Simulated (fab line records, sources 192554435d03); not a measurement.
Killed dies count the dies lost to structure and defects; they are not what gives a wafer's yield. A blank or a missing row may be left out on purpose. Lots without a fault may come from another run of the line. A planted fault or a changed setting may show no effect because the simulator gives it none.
fab line records	flow n5_finfet
record: lots: 9	wafers: 24	last_day: 18
route steps=1938 shown MOL_CONTACT_COAG@618 BEOL_M0_SAQP@637 BEOL_M4@1111 PASSIVATION@1936
lots that met no fault: taken from a fault-free run of the same line
start_h: the number of hours between the record's first day and the start of the first shown wafer of the lot	wait_h: how many hours have passed since the lot's step before this one	" the same as in the row above	L1.1+2: one row covering several wafers at once	- no value present, or no start provided	* or withheld: withheld	< > ~ a bound
route shown NAME@n: a module of which the file shows steps, and the number in the route of the first	usual: mean/standard deviation taken from wafers without a fault	same: alike in all rows	chamber/n: place in a boat	sites: readings site by site	_std_site: their standard deviation	_edge_site: mean of outer sites minus mean of inner sites	radius_mm: for every site, how far away it sits from the centre of the wafer	mask NAME#n: copy n	behind: the tool/chamber that last shaped the wafer	hold: why the lot was held/for how many hours/how that ended	device: the n, p or np transistor that did not switch	end of line: the route-end tests of the same wafers	a step without rows: its recipe alone	killed: at the first sort, the dies lost to defects and structure; wafer yield is something else	map: shows each die of a wafer: x if killed, . if not, _ if none is there
set.NAME: the setting that was run; set.NAME@STEP: the one run at that earlier step	model.NAME: the simulator's own value behind a step, which no gauge read
a sample of lots followed through the steps of the route, with each step as a table and each wafer as a row
services: when a tool's chamber went out of use (start_h, in hours from the record's first day, below 0 if earlier), for how many hours, and the reason
== steps ==
step: N5_MOL_CONTACT_COAG_STRIP_72
recipe: chemistry: N2/H2	power_w: 450	temp_c: 40	pressure_mtorr: 20	rf_frequency_hz: 6e+07	overash_fraction: 3	bias_power_w: 7	h2_frac: 0.5	n2_flow_sccm: 200	h2_flow_sccm: 200
usual: chamber_pressure_mTorr: 20.00/0.042	drypump_motor_current_A: 5.5/0.32	oes_product_au: 0.78/0.078	rf_vpp_V: 58.9/1.9	showerhead_plenum_p_Torr: 2.54/0.073	throttle_valve_pct: 23.75/0.29
lot.wafer	tool	chamber	start_h	wait_h	chamber_pressure_mTorr	drypump_motor_current_A	oes_product_au	rf_hours_counter_h	rf_vpp_V	showerhead_plenum_p_Torr	throttle_valve_pct
L706.1	rie_diel-01	1	115.06	0.0	20.01	5.7	0.97	5	61.0	2.58	23.24
L706.4	"	2	"	"	20.03	5.7	0.84	76	58.2	2.57	23.94
L706.6	"	0	"	"	19.92	5.7	0.85	-	61.7	2.58	23.70
L707.1	rie_diel-02	0	117.92	0.0	19.99	6.2	0.81	133	60.5	2.44	23.47
L707.4	"	2	"	"	19.96	5.3	0.73	184	59.1	2.41	24.06
L707.6	"	2	"	"	20.01	5.3	0.74	-	61.0	2.41	24.02
L709.2	rie_diel-06	1	135.74	0.0	20.05	5.2	0.67	246	58.2	2.49	23.68
L709.3	"	0	"	"	20.05	5.2	0.75	185	59.7	2.62	23.76
L709.5	"	3	"	"	20.03	5.9	0.79	-	59.8	2.45	23.99
L716.1	rie_diel-01	2	180.29	0.0	20.05	5.7	0.80	100	62.4	2.56	23.98
L716.5	"	1	"	"	19.96	5.7	0.92	-	59.3	2.57	23.21
L717.2	rie_diel-06	0	180.50	0.0	20.03	5.2	0.72	203	59.1	2.61	23.80
L717.6	"	3	"	"	20.03	5.9	0.75	-	58.4	2.44	23.98
L718.2	rie_diel-01	0	186.22	0.0	20.01	5.7	0.83	76	58.4	2.57	23.76
L718.6	"	0	"	"	19.99	5.7	0.83	-	59.1	2.57	23.75
L723.2	rie_diel-06	3	216.82	0.0	20.03	5.9	0.73	183	58.0	2.44	24.02
L723.3	"	1	"	"	20.04	5.2	0.98	8	59.1	2.49	23.55
L723.4	"	1	"	"	20.01	5.2	0.97	-	59.3	2.49	23.52
L725.2	rie_diel-02	0	227.33	0.0	19.96	6.2	0.75	173	61.6	2.42	23.51
L725.5	"	2	"	"	19.95	5.3	0.71	-	58.3	2.39	24.15
L725.6	"	3	"	"	20.01	5.1	0.72	-	59.1	2.64	24.38
L726.1	rie_diel-01	3	232.40	0.0	20.04	5.7	0.73	204	60.0	2.51	23.77
L726.2	"	1	"	"	19.98	5.8	0.87	46	57.3	2.57	23.26
L726.5	"	3	"	"	20.03	5.7	0.73	-	59.5	2.51	23.73
step: N5_MOL_CONTACT_COAG_CVD_140
recipe: material: W	target_thk_a: 665	mode: selective_fill	temp_c: 300	time_s: 215
usual: heater_power_w: 517/33
lot.wafer	tool	chamber	start_h	wait_h	heater_power_w
L706.1	cvd_w-01	0	115.42	0.1	539
L706.4	"	0	"	"	559
L706.6	"	1	"	"	537
L707.1	cvd_w-02	0	118.28	0.1	482
L707.4	"	0	"	"	464
L707.6	"	0	"	"	469
L709.2	cvd_w-01	0	136.10	0.1	567
L709.3	"	0	"	"	558
L709.5	"	1	"	"	513
L716.1	cvd_w-01	0	180.65	0.1	546
L716.5	"	1	"	"	522
L717.2	cvd_w-02	1	180.86	0.1	511
L717.6	"	1	"	"	493
L718.2	cvd_w-01	1	186.58	0.1	526
L718.6	"	0	"	"	556
L723.2	cvd_w-01	0	217.18	0.1	568
L723.3	"	0	"	"	574
L723.4	"	1	"	"	513
L725.2	cvd_w-01	1	227.69	0.1	524
L725.5	"	0	"	"	566
L725.6	"	1	"	"	527
L726.1	cvd_w-01	1	232.77	0.1	528
L726.2	"	0	"	"	563
L726.5	"	1	"	"	522
step: N5_BEOL_M0_SAQP_PECVD_97
recipe: material: SiNx	target_thk_a: 230	temp_c: 350	precursor: SiH4/NH3/N2	pressure_torr: 1.5	rf_w: 300	time_s: 19.9
usual: heater_power_w: 525/65	showerhead_plenum_p_Torr: 5.12/0.054	throttle_valve_pct: 39.4/2.4
lot.wafer	tool	chamber	start_h	wait_h	heater_power_w	showerhead_plenum_p_Torr	throttle_valve_pct
L706.1	pecvd-04	0	120.97	0.0	422	5.02	36.8
L706.4	"	1	"	"	637	5.09	42.2
L706.6	"	2	"	"	490	5.15	37.5
L707.1	pecvd-01	0	124.39	0.0	588	5.22	40.2
L707.4	"	2	"	"	480	5.16	42.8
L707.6	"	1	"	"	565	5.12	43.5
L709.2	pecvd-02	1	140.49	0.0	563	5.06	38.3
L709.3	"	0	"	"	555	5.11	38.7
L709.5	"	2	"	"	478	5.15	36.4
L716.1	pecvd-02	0	185.71	0.0	482	5.10	38.9
L716.5	"	2	"	"	533	5.13	36.9
L717.2	pecvd-02	1	190.93	0.0	527	5.06	38.5
L717.6	"	0	"	"	545	5.09	38.6
L718.2	pecvd-02	0	197.71	0.0	566	5.10	38.5
L718.6	"	2	"	"	545	5.15	36.9
L723.2	pecvd-01	1	222.42	0.0	469	5.12	43.4
L723.3	"	1	"	"	471	5.12	43.5
L723.4	"	0	"	"	528	5.19	40.3
L725.2	pecvd-01	2	234.60	0.0	527	5.15	37.9
L725.5	"	1	"	"	463	5.13	43.4
L725.6	"	0	"	"	566	5.19	40.5
L726.1	pecvd-01	0	239.08	0.0	577	5.22	40.5
L726.2	"	1	"	"	556	5.13	43.5
L726.5	"	1	"	"	557	5.12	43.5
step: N5_BEOL_M0_SAQP_PECVD_04
recipe: material: a-Si	target_thk_a: 600	temp_c: 350	precursor: SiH4/He	pressure_torr: 3	rf_w: 100	time_s: 60.2
usual: heater_power_w: 595/62	showerhead_plenum_p_Torr: 5.65/0.039	throttle_valve_pct: 18.0/1.1
lot.wafer	tool	chamber	start_h	wait_h	heater_power_w	showerhead_plenum_p_Torr	throttle_valve_pct
L706.1	pecvd-04	0	121.01	0.0	500	5.58	17.1
L706.4	"	1	"	"	660	5.65	19.1
L706.6	"	2	"	"	529	5.69	17.5
L707.1	pecvd-01	0	124.42	0.0	607	5.72	18.2
L707.4	"	2	"	"	617	5.68	19.5
L707.6	"	1	"	"	625	5.64	20.1
L709.2	pecvd-02	1	140.52	0.0	564	5.61	17.6
L709.3	"	0	"	"	583	5.63	17.3
L709.5	"	2	"	"	549	5.66	16.5
L716.1	pecvd-02	0	185.74	0.0	608	5.65	17.4
L716.5	"	2	"	"	619	5.68	17.0
L717.2	pecvd-02	1	190.97	0.0	646	5.62	17.8
L717.6	"	0	"	"	538	5.65	17.7
L718.2	pecvd-02	0	197.74	0.0	613	5.63	17.5
L718.6	"	2	"	"	577	5.66	16.9
L723.2	pecvd-01	1	222.48	0.0	544	5.66	20.0
L723.3	"	1	"	"	562	5.68	19.7
L723.4	"	0	"	"	643	5.72	18.5
L725.2	pecvd-01	2	234.64	0.0	631	5.69	17.3
L725.5	"	1	"	"	587	5.65	19.9
L725.6	"	0	"	"	600	5.71	18.4
L726.1	pecvd-01	0	239.12	0.0	701	5.70	18.3
L726.2	"	1	"	"	580	5.64	19.7
L726.5	"	1	"	"	603	5.66	19.7
step: N5_BEOL_M0_SAQP_THK_MEAS_05
usual: thk_nm: 59.7/0.76
lot.wafer	tool	chamber	start_h	wait_h	thk_nm
L706.1	film_metro-02	-	121.10	0.1	59.2
L706.4	"	-	"	"	60.6
L706.6	"	-	"	"	60.5
L707.1	film_metro-02	-	124.52	0.1	59.4
L707.4	"	-	"	"	60.7
L707.6	"	-	"	"	59.9
L709.2	film_metro-01	-	140.62	0.1	59.9
L709.3	"	-	"	"	59.4
L709.5	"	-	"	"	60.0
L716.1	film_metro-01	-	185.84	0.1	65.6
L716.5	"	-	"	"	60.6
L717.2	film_metro-02	-	191.07	0.1	59.7
L717.6	"	-	"	"	67.3
L718.2	film_metro-02	-	197.85	0.1	58.7
L718.6	"	-	"	"	67.1
L723.2	film_metro-02	-	222.61	0.1	58.9
L723.3	"	-	"	"	59.0
L723.4	"	-	"	"	60.4
L725.2	film_metro-02	-	234.74	0.1	59.4
L725.5	"	-	"	"	60.3
L725.6	"	-	"	"	60.7
L726.1	film_metro-01	-	239.21	0.1	60.7
L726.2	"	-	"	"	59.2
L726.5	"	-	"	"	60.2
step: N5_BEOL_M0_SAQP_MANDREL_ETCH_20
recipe: target_depth_a: 600	chemistry: HBr/Cl2	target: a-Si	stop_on: SiNx	bt_time_s: 10	mask_material: SOC	over_etch_frac: 0.5	time_s: 30	pressure_mtorr: 10	icp_w: 800	bias_w: 75	HBr_flow_sccm: 150	Cl2_flow_sccm: 80	ends: end_point
usual: bias_w: 74.97/0.24	chamber_pressure_mTorr: 10.001/0.01	drypump_motor_current_A: 6.0/0.41	oes_product_au: 0.772/0.011	throttle_valve_pct: 35.30/0.3
same: bt_time_s: 10
lot.wafer	tool	chamber	start_h	wait_h	bias_w	chamber_pressure_mTorr	drypump_motor_current_A	oes_product_au	rf_hours_counter_h	throttle_valve_pct
L706.1	rie_si-06	1	122.09	0.0	74.69	9.991	6.7	0.771	34	35.68
L706.4	"	3	"	"	75.14	9.986	5.2	0.775	33	35.67
L706.6	"	0	"	"	74.63	9.995	6.1	0.780	-	34.96
L707.1	rie_si-06	0	125.37	0.0	74.83	9.995	6.1	0.766	89	34.99
L707.4	"	3	"	"	74.82	10.006	5.2	0.778	33	35.65
L707.6	"	1	"	"	74.96	10.000	6.7	0.772	-	35.66
L709.2	rie_si-02	1	141.47	0.0	75.15	10.013	5.7	0.771	112	35.11
L709.3	"	0	"	"	75.11	9.990	5.8	0.794	126	35.45
L709.5	"	0	"	"	75.21	10.016	5.8	0.791	-	35.44
L716.1	rie_si-03	1	187.61	0.0	74.77	9.991	6.5	0.824	135	34.84
L716.5	"	3	"	"	75.39	10.001	6.3	0.768	-	35.76
L717.2	rie_si-03	2	192.62	0.0	74.97	10.000	5.9	0.765	2	35.36
L717.6	"	3	"	"	75.12	10.004	6.3	0.814	-	35.66
L718.2	rie_si-03	1	198.70	0.0	74.52	9.999	6.5	0.778	135	34.95
L718.6	"	1	"	"	74.89	10.005	6.5	0.830	-	34.82
L723.2	rie_si-06	1	223.48	0.0	75.21	10.016	6.7	0.769	36	35.69
L723.3	"	3	"	"	74.54	10.005	5.2	0.767	35	35.68
L723.4	"	2	"	"	75.20	10.009	5.9	0.774	142	35.01
L725.2	rie_si-03	1	235.46	0.0	74.92	9.998	6.4	0.765	136	34.94
L725.5	"	2	"	"	74.86	10.014	5.9	0.778	-	35.37
L725.6	"	3	"	"	74.76	9.994	6.3	0.768	-	35.75
L726.1	rie_si-02	3	240.12	0.0	75.20	10.012	5.7	0.767	8	35.01
L726.2	"	1	"	"	74.80	10.007	5.7	0.773	114	35.14
L726.5	"	3	"	"	75.08	9.987	5.7	0.772	-	35.02
step: N5_BEOL_M4_RC_MEAS_101
usual: DIBL_N: 36.5/1.9	DIBL_P: 36.7/2.1	IOFF_N: 0.17/0.035	IOFF_P: 0.22/0.042	ION_N: 676/10	ION_P: 462/8.1	SS_N: 71.5/0.72	SS_P: 73.4/0.7	VT_N: 249/3.1	VT_P: -250/3.9
lot.wafer	tool	chamber	start_h	wait_h	DIBL_N[mV/V]	DIBL_P[mV/V]	IOFF_N[nA/um]	IOFF_P[nA/um]	ION_N[uA/um]	ION_P[uA/um]	SS_N[mV/dec]	SS_P[mV/dec]	VT_N[mV]	VT_P[mV]
L707.1	prober-01	0	178.29	0.0	36.3	35.7	0.14	0.21	661	463	71.8	73.8	254	-250
L707.4	"	0	"	"	37.0	36.7	0.15	0.22	686	474	72.2	73.3	251	-247
L707.6	"	0	"	"	40.5	41.0	0.23	0.31	699	475	72.5	74.9	247	-246
L706.1	prober-01	0	181.00	0.0	35.3	36.5	0.14	0.18	674	456	71.3	74.1	251	-257
L706.4	"	0	"	"	35.1	36.3	0.14	0.17	673	456	72.2	72.9	249	-256
L706.6	"	0	"	"	35.1	36.6	0.15	0.18	679	458	71.7	73.7	249	-257
L709.2	prober-02	0	219.95	0.2	37.9	37.8	0.16	0.27	674	467	72.4	73.1	247	-245
L709.3	"	0	"	"	39.7	40.0	0.20	0.30	681	472	72.3	74.3	249	-244
L709.5	"	0	"	"	38.8	38.7	0.17	0.26	670	460	71.8	73.7	249	-246
L717.2	prober-01	0	255.38	0.2	37.7	38.6	0.19	0.21	680	453	72.7	73.8	245	-252
L717.6	"	0	"	"	37.2	38.5	0.18	0.20	683	458	72.0	73.6	250	-252
L718.2	prober-02	0	257.03	0.2	37.9	37.9	0.18	0.20	678	456	70.9	73.9	248	-254
L718.6	"	0	"	"	36.7	36.0	0.16	0.17	681	457	71.9	72.4	251	-257
L716.1	prober-01	0	258.96	0.0	38.2	37.8	0.21	0.24	696	466	72.2	73.7	245	-250
L716.5	"	0	"	"	40.6	40.3	0.29	0.29	693	461	73.2	75.0	242	-248
L723.2	prober-01	0	298.20	0.2	34.7	37.2	0.13	0.22	663	463	71.5	73.4	254	-249
L723.3	"	0	"	"	34.3	35.7	0.13	0.21	666	461	70.9	73.4	254	-249
L723.4	"	0	"	"	37.2	39.5	0.18	0.26	687	471	72.2	73.7	249	-247
L725.2	prober-02	0	316.44	0.2	35.2	34.6	0.12	0.16	662	454	71.2	72.1	253	-255
L725.5	"	0	"	"	36.2	36.1	0.15	0.17	679	458	71.1	73.1	247	-254
L725.6	"	0	"	"	34.5	34.0	0.12	0.15	659	451	71.2	72.1	253	-256
L726.1	prober-02	0	324.73	0.0	36.1	34.6	0.13	0.18	657	454	71.0	72.7	252	-253
L726.2	"	0	"	"	35.7	35.6	0.14	0.19	662	455	71.3	73.0	252	-253
L726.5	"	0	"	"	38.8	38.9	0.19	0.25	676	463	71.8	73.1	246	-247
step: N5_PASSIVATION_PROBE_49
usual: defect_limited_yield: 91.4/1.5	killed_at_M0_to_M3: 35/12	killed_at_M4_up: 13/5.8	killed_at_contacts: 12/5.5	killed_at_front_end: 36/9.9	killed_at_other: 4/3.7	killed_dies: 101/18	killed_open: 66/13	killed_short: 33/8	sort_bin_4_leakage: 0.00/0.016	sort_bin_5_function: 5.0/1	sort_bin_6_memory: 3.2/0.67	sort_n_pass: 1079/18	sort_yield_pct: 91.4/1.5
same: gross_dies: 1180	killed_at_back_side: 0	sort_bin_8_speed[%]: 0
lot.wafer	tool	chamber	start_h	wait_h	defect_limited_yield[%]	killed_at_M0_to_M3	killed_at_M4_up	killed_at_contacts	killed_at_front_end	killed_at_other	killed_dies	killed_open	killed_short	sort_bin_4_leakage[%]	sort_bin_5_function[%]	sort_bin_6_memory[%]	sort_n_pass	sort_yield_pct[%]
L707.1	prober-02	-	290.28	0.0	89.2	47	40	9	30	1	127	85	40	0	5.9	4.6	1053	89.2
L707.4	prober-02	-	290.43	0.2	89.9	38	21	9	48	3	119	83	36	0	6.4	3.6	1061	89.9
L707.6	prober-02	-	290.53	0.3	89.2	34	29	10	54	1	128	88	39	0	6.1	4.6	1052	89.2
L706.1	prober-01	-	290.74	0.0	90.2	36	7	11	56	6	116	76	40	0	5.6	4.0	1064	90.2
L706.4	prober-01	-	290.89	0.2	89.4	38	20	12	48	7	125	85	40	0	5.7	4.1	1055	89.4
L706.6	prober-01	-	290.99	0.3	91.4	23	10	19	42	8	102	61	35	0	4.5	3.3	1078	91.4
L709.2	prober-01	-	330.95	0.1	89.7	40	9	22	40	11	122	80	42	0	5.8	4.1	1058	89.7
L709.3	prober-01	-	331.00	0.1	92.4	27	11	17	32	3	90	60	29	0	4.5	2.8	1090	92.4
L709.5	prober-01	-	331.10	0.2	90.1	49	16	8	42	2	117	63	48	0	4.9	4.0	1063	90.1
L716.1	prober-01	-	368.84	0.0	93.1	26	13	7	35	1	82	51	25	0	4.6	1.9	1098	93.1
L716.5	prober-01	-	369.04	0.2	92.6	29	9	5	41	3	87	59	28	0.17	4.4	2.8	1091	92.5
L717.2	prober-02	-	372.15	0.1	92.7	30	11	9	36	0	86	64	19	0	3.5	3.4	1094	92.7
L717.6	prober-02	-	372.35	0.3	92.4	27	18	9	36	0	90	58	32	0	4.8	2.4	1090	92.4
L718.2	prober-01	-	373.96	0.1	93.2	26	6	3	42	3	80	41	31	0	3.6	2.2	1100	93.2
L718.6	prober-01	-	374.16	0.3	90.8	41	18	6	37	7	109	67	39	0	5.4	3.1	1071	90.8
L723.2	prober-02	-	412.14	0.1	91.0	30	20	17	39	0	106	62	38	0	5.0	3.4	1074	91.0
L723.3	prober-02	-	412.19	0.1	89.5	40	15	24	42	3	124	85	35	0	6.1	3.7	1056	89.5
L723.4	prober-02	-	412.24	0.2	92.2	20	21	12	39	0	92	62	29	0	4.7	2.7	1088	92.2
L725.2	prober-01	-	417.78	0.1	93.9	24	11	5	25	7	72	54	18	0	3.1	2.7	1108	93.9
L725.5	prober-01	-	417.93	0.2	93.5	29	17	8	22	1	77	55	21	0	3.8	2.7	1103	93.5
L725.6	prober-01	-	417.98	0.3	90.3	48	17	7	37	6	115	78	31	0	6.2	2.7	1065	90.3
L726.1	prober-01	-	428.96	0.0	92.8	24	16	12	30	3	85	57	27	0	4.0	2.9	1095	92.8
L726.2	prober-01	-	429.01	0.1	90.5	41	16	5	39	11	112	75	37	0	5.4	3.6	1068	90.5
L726.5	prober-01	-	429.16	0.2	89.6	42	16	15	44	6	123	90	31	0	5.8	4.5	1057	89.6
killed by level:class
L707.1 BEOL_M4:geometric_particle:open=26 BEOL_M2:geometric_particle:open=12 BEOL_M0_SAQP:geometric_particle:short=11 BEOL_M3:geometric_particle:open=10 BEOL_M4:geometric_particle:short=9 MOL_CONTACT_COAG:geometric_particle:open=8 GATE_CUT:geometric_particle:short=7 DUMMY_GATE:geometric_particle:open=5
L707.4 STI_FIN_REVEAL:geometric_particle:open=16 BEOL_M2:geometric_particle:open=13 FIN_SAQP:geometric_particle:open=9 BEOL_M3:geometric_particle:open=9 BEOL_M4:geometric_particle:open=9 FIN_SAQP:geometric_particle:short=8 MOL_CONTACT_COAG:geometric_particle:open=5 BEOL_M0_SAQP:geometric_particle:open=5
L707.6 BEOL_M4:geometric_particle:open=15 STI_FIN_REVEAL:geometric_particle:open=14 BEOL_M2:geometric_particle:open=13 MOL_CONTACT_COAG:geometric_particle:open=8 STI_FIN_REVEAL:geometric_particle:short=8 BEOL_M3:geometric_particle:open=7 FIN_SAQP:geometric_particle:open=5 BEOL_M1:geometric_particle:short=5
L706.1 STI_FIN_REVEAL:geometric_particle:open=10 BEOL_M0_SAQP:geometric_particle:open=10 FIN_SAQP:geometric_particle:open=9 BEOL_M0_SAQP:geometric_particle:short=9 FIN_SAQP:geometric_particle:short=7 DUMMY_GATE:geometric_particle:open=7 MOL_CONTACT_COAG:geometric_particle:open=7 BEOL_M2:geometric_particle:open=6
L706.4 FIN_SAQP:geometric_particle:open=18 MOL_CONTACT_COAG:geometric_particle:open=9 BEOL_M0_SAQP:geometric_particle:short=9 BEOL_M2:geometric_particle:open=9 BEOL_M4:geometric_particle:open=8 BEOL_M1:geometric_particle:open=7 STARTING-WAFER:geometric_particle:short=7 FIN_SAQP:geometric_particle:short=6
L706.6 MOL_CONTACT_COAG:geometric_particle:open=14 FIN_SAQP:geometric_particle:short=11 DUMMY_GATE:geometric_particle:open=7 FIN_SAQP:geometric_particle:open=6 BEOL_M4:geometric_particle:open=6 HKMG_FIN:area_etch=6 MOL_CONTACT_COAG:geometric_particle:short=5 BEOL_M0_SAQP:geometric_particle:short=5
L709.2 MOL_CONTACT_COAG:geometric_particle:open=17 BEOL_M0_SAQP:geometric_particle:short=10 BEOL_M2:geometric_particle:open=10 FIN_SAQP:geometric_particle:open=8 FIN_SAQP:geometric_particle:short=8 BEOL_M0_SAQP:geometric_particle:open=7 DUMMY_GATE:geometric_particle:open=6 STI_FIN_REVEAL:geometric_particle:open=6
L709.3 MOL_CONTACT_COAG:geometric_particle:open=14 BEOL_M0_SAQP:geometric_particle:open=9 BEOL_M0_SAQP:geometric_particle:short=8 FIN_SAQP:geometric_particle:short=7 STI_FIN_REVEAL:geometric_particle:open=6 BEOL_M4:geometric_particle:open=5 BEOL_M3:geometric_particle:open=5 FIN_SAQP:geometric_particle:open=4
L709.5 BEOL_M0_SAQP:geometric_particle:short=18 BEOL_M0_SAQP:geometric_particle:open=12 FIN_SAQP:geometric_particle:open=8 BEOL_M4:geometric_particle:open=7 FIN_SAQP:geometric_particle:short=6 BEOL_M3:geometric_particle:open=6 BEOL_M3:geometric_particle:short=6 HKMG_FIN:area_etch=6
L716.1 MOL_CONTACT_COAG:geometric_particle:open=7 BEOL_M0_SAQP:geometric_particle:open=7 BEOL_M1:geometric_particle:open=7 SPACER0:geometric_particle:short=6 GATE_CUT:geometric_particle:short=4 STARTING-WAFER:geometric_particle:open=4 HKMG_FIN:area_etch=4 STI_FIN_REVEAL:geometric_particle:open=3
L716.5 BEOL_M0_SAQP:geometric_particle:open=9 BEOL_M1:geometric_particle:open=6 BEOL_M2:geometric_particle:open=6 FIN_SAQP:geometric_particle:short=5 DUMMY_GATE:geometric_particle:open=5 SPACER0:geometric_particle:open=5 GATE_CUT:geometric_particle:short=4 MOL_CONTACT_COAG:geometric_particle:open=4
L717.2 BEOL_M2:geometric_particle:open=9 FIN_SAQP:geometric_particle:open=6 MOL_CONTACT_COAG:geometric_particle:open=6 BEOL_M1:geometric_particle:open=6 STI_FIN_REVEAL:geometric_particle:open=5 DUMMY_GATE:geometric_particle:open=5 BEOL_M0:geometric_particle:open=5 GATE_CUT:geometric_particle:open=4
L717.6 BEOL_M2:geometric_particle:open=9 DUMMY_GATE:geometric_particle:open=7 BEOL_M4:geometric_particle:open=6 MOL_CONTACT_COAG:geometric_particle:open=6 ILD0:geometric_particle:short=5 BEOL_M1:geometric_particle:open=5 FIN_SAQP:geometric_particle:open=4 BEOL_M5:geometric_particle:open=4
L718.2 FIN_SAQP:geometric_particle:open=11 FIN_SAQP:geometric_particle:short=9 BEOL_M0_SAQP:geometric_particle:short=7 BEOL_M3:geometric_particle:open=7 HKMG_FIN:area_etch=7 BEOL_M0_SAQP:geometric_particle:open=6 GATE_CUT:geometric_particle:short=4 STARTING-WAFER:geometric_particle:short=3
L718.6 BEOL_M0_SAQP:geometric_particle:short=15 BEOL_M0_SAQP:geometric_particle:open=12 FIN_SAQP:geometric_particle:short=8 STI_FIN_REVEAL:geometric_particle:open=6 BEOL_M4:geometric_particle:open=6 FIN_SAQP:geometric_particle:open=5 GATE_CUT:geometric_particle:short=5 MOL_CONTACT_COAG:geometric_particle:open=5
L723.2 MOL_CONTACT_COAG:geometric_particle:open=14 FIN_SAQP:geometric_particle:short=12 BEOL_M1:geometric_particle:open=10 GATE_CUT:geometric_particle:short=7 FIN_SAQP:geometric_particle:open=5 BEOL_M0_SAQP:geometric_particle:open=5 BEOL_M4:geometric_particle:open=5 BEOL_M4:geometric_particle:short=5
L723.3 MOL_CONTACT_COAG:geometric_particle:open=21 BEOL_M0_SAQP:geometric_particle:open=14 BEOL_M4:geometric_particle:open=10 DUMMY_GATE:geometric_particle:open=7 FIN_SAQP:geometric_particle:open=6 STI_FIN_REVEAL:geometric_particle:open=6 BEOL_M1:geometric_particle:open=6 BEOL_M1:geometric_particle:short=6
L723.4 STI_FIN_REVEAL:geometric_particle:open=12 BEOL_M4:geometric_particle:open=12 FIN_SAQP:geometric_particle:short=8 MOL_CONTACT_COAG:geometric_particle:open=7 BEOL_M3:geometric_particle:open=7 BEOL_M4:geometric_particle:short=4 MOL_CONTACT_COAG:geometric_particle:short=4 FIN_SAQP:geometric_particle:open=3
L725.2 BEOL_M0:geometric_particle:open=7 BEOL_M4:geometric_particle:open=7 FIN_SAQP:geometric_particle:open=6 STI_FIN_REVEAL:geometric_particle:open=5 BEOL_M0_SAQP:geometric_particle:short=4 BEOL_M1:geometric_particle:open=4 PASS1_CAP:geometric_particle:short=4 STARTING-WAFER:geometric_particle:open=4
L725.5 BEOL_M1:geometric_particle:open=10 BEOL_M3:geometric_particle:open=7 FIN_SAQP:geometric_particle:open=5 MOL_CONTACT_COAG:geometric_particle:open=5 FIN_SAQP:geometric_particle:short=4 BEOL_M4:geometric_particle:open=4 STARTING-WAFER:geometric_particle:open=4 STI_FIN_REVEAL:geometric_particle:open=3
L725.6 FIN_SAQP:geometric_particle:open=13 BEOL_M0_SAQP:geometric_particle:short=13 BEOL_M1:geometric_particle:open=12 BEOL_M4:geometric_particle:open=12 BEOL_M3:geometric_particle:open=7 MOL_CONTACT_COAG:geometric_particle:open=6 BEOL_M0_SAQP:geometric_particle:open=6 FIN_SAQP:geometric_particle:short=5
L726.1 BEOL_M2:geometric_particle:open=9 MOL_CONTACT_COAG:geometric_particle:open=7 BEOL_M4:geometric_particle:open=6 STI_FIN_REVEAL:geometric_particle:open=5 GATE_CUT:geometric_particle:short=5 MOL_CONTACT_COAG:geometric_particle:short=5 STARTING-WAFER:geometric_particle:short=4 FIN_SAQP:geometric_particle:short=3
L726.2 STI_FIN_REVEAL:geometric_particle:open=13 BEOL_M0_SAQP:geometric_particle:short=11 BEOL_M2:geometric_particle:open=11 BEOL_M1:geometric_particle:open=9 BEOL_M4:geometric_particle:open=9 FIN_SAQP:geometric_particle:short=8 PASS1_CAP:geometric_particle:open=6 MOL_CONTACT_COAG:geometric_particle:open=4
L726.5 FIN_SAQP:geometric_particle:open=15 MOL_CONTACT_COAG:geometric_particle:open=11 BEOL_M2:geometric_particle:open=11 BEOL_M1:geometric_particle:open=9 BEOL_M4:geometric_particle:open=7 DUMMY_GATE:geometric_particle:open=6 BEOL_M0_SAQP:geometric_particle:open=6 FIN_SAQP:geometric_particle:short=5
== services ==
tool	chamber	start_h	hours	kind
rie_diel-02	0	92.12	4.1	repair
rie_diel-06	3	93.50	2.2	repair
rie_si-03	0	97.58	5.6	repair
rie_si-03	-	101.03	4.3	pm
cvd_w-02	-	111.62	2.8	pm
rie_si-03	2	115.87	4.5	repair
cvd_w-02	-	116.56	1.6	repair
pecvd-04	-	128.28	5.5	pm
rie_si-06	-	141.29	0.4	repair
pecvd-01	2	145.14	11.9	repair
rie_si-02	1	156.07	1.9	repair
pecvd-02	2	162.58	6.2	repair
rie_diel-02	2	173.19	5.9	repair
rie_diel-06	1	176.21	35.1	repair
rie_diel-02	-	182.74	0.5	repair
rie_si-02	0	187.72	4.2	repair
rie_si-06	3	190.75	3.6	repair
rie_diel-02	2	192.53	6.0	repair
pecvd-01	2	202.38	-	clean
pecvd-01	2	202.38	-	consumable_replace:showerhead
pecvd-01	2	202.38	29.0	scheduled_down
rie_si-03	1	218.53	6.6	repair
rie_diel-06	2	229.79	1.7	repair
rie_si-06	-	236.17	2.8	pm
== key ==
first_sign: step: N5_BEOL_M0_SAQP_THK_MEAS_05	reading: thk_nm	direction: up	sigmas: 9.1	usual: *	struck: *
effect: step: N5_BEOL_M0_SAQP_MANDREL_ETCH_20	reading: oes_product_au	direction: up	sigmas: 4.5	usual: 0.772	struck: 0.823
met_at N5_BEOL_M0_SAQP_PECVD_04
struck_lots L716,L717,L718
struck_wafers L716.1,L717.6,L718.6
not_acting_at N5_MOL_CONTACT_COAG_STRIP_72,N5_MOL_CONTACT_COAG_CVD_140,N5_BEOL_M0_SAQP_PECVD_97
onset_between 140.52 185.74
fault: kind: process_parameter_drift	tool: pecvd-02	chamber: -	onset_h: 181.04	steps: N5_BEOL_M0_SAQP_PECVD_04	channel: time_s	offset: *	shape: step	end_h: 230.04	scope: struck_wafers_only	acts_in: *	stated: *
